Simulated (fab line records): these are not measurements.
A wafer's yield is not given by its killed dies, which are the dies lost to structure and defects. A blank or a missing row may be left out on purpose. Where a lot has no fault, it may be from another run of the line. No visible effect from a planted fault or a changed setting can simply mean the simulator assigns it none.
Matching of chambers -- flow nand harc -- NHARC_P_STI_CMP_21 on cmp-04 has 4 sister chambers
The step polishes, t overpolish 20 s, target thk 380.67 nm. 7 wafers are shown with their chamber, then 7 later ones without.

== WAFERS PAIRED WITH THEIR CHAMBERS ==
wafer,chamber,motor current A (A),slurry filter dp kPa (kPa)
L522.4,1,12.7,13.61
L524.3,3,12.5,13.62
L528.1,2,15.2,13.47
L528.3,0,13.4,13.65
L528.5,0,13.1,13.50
L534.2,2,14.6,13.46
L534.3,3,11.3,13.37

== WAFERS WITH NO CHAMBER GIVEN ==
wafer,motor current A (A),slurry filter dp kPa (kPa)
L534.4,12.9,13.46
L541.2,15.1,13.74
L541.4,11.5,13.46
L541.5,12.9,13.68
L543.1,13.7,13.40
L543.3,14.9,13.36
L543.6,12.3,13.45

== CHAMBER TAKEN BY EACH ==
wafer,from the rows above,in truth
L534.4,can't be placed: 0 or 1 or 3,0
L541.2,can't be placed: 2 or 0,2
L541.4,can't be placed: 3 or 1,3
L541.5,can't be placed: 1 or 0 or 3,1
L543.1,can't be placed: 0 or 2 or 1 or 3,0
L543.3,2,2
L543.6,can't be placed: 3 or 1 or 0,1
1 of 7 placed correctly. Unplaceable from these rows: 6, with the true chamber sitting among the candidates in 6. Wrongly placed: 0.
How it was worked out, from the rows above alone: a wafer's distance from a chamber is the root of the sum, over the readings, of the square of ((its reading less the chamber's mean) divided by the reading's scatter). The wafer belongs to the nearest chamber; if the next one is less than 2 further off, it can't be placed. Each chamber's mean is taken over the wafers shown for it. The scatter: the root of (the sum of the squares of (reading less its chamber's mean) over the shown wafers, divided by (wafers less chambers)).
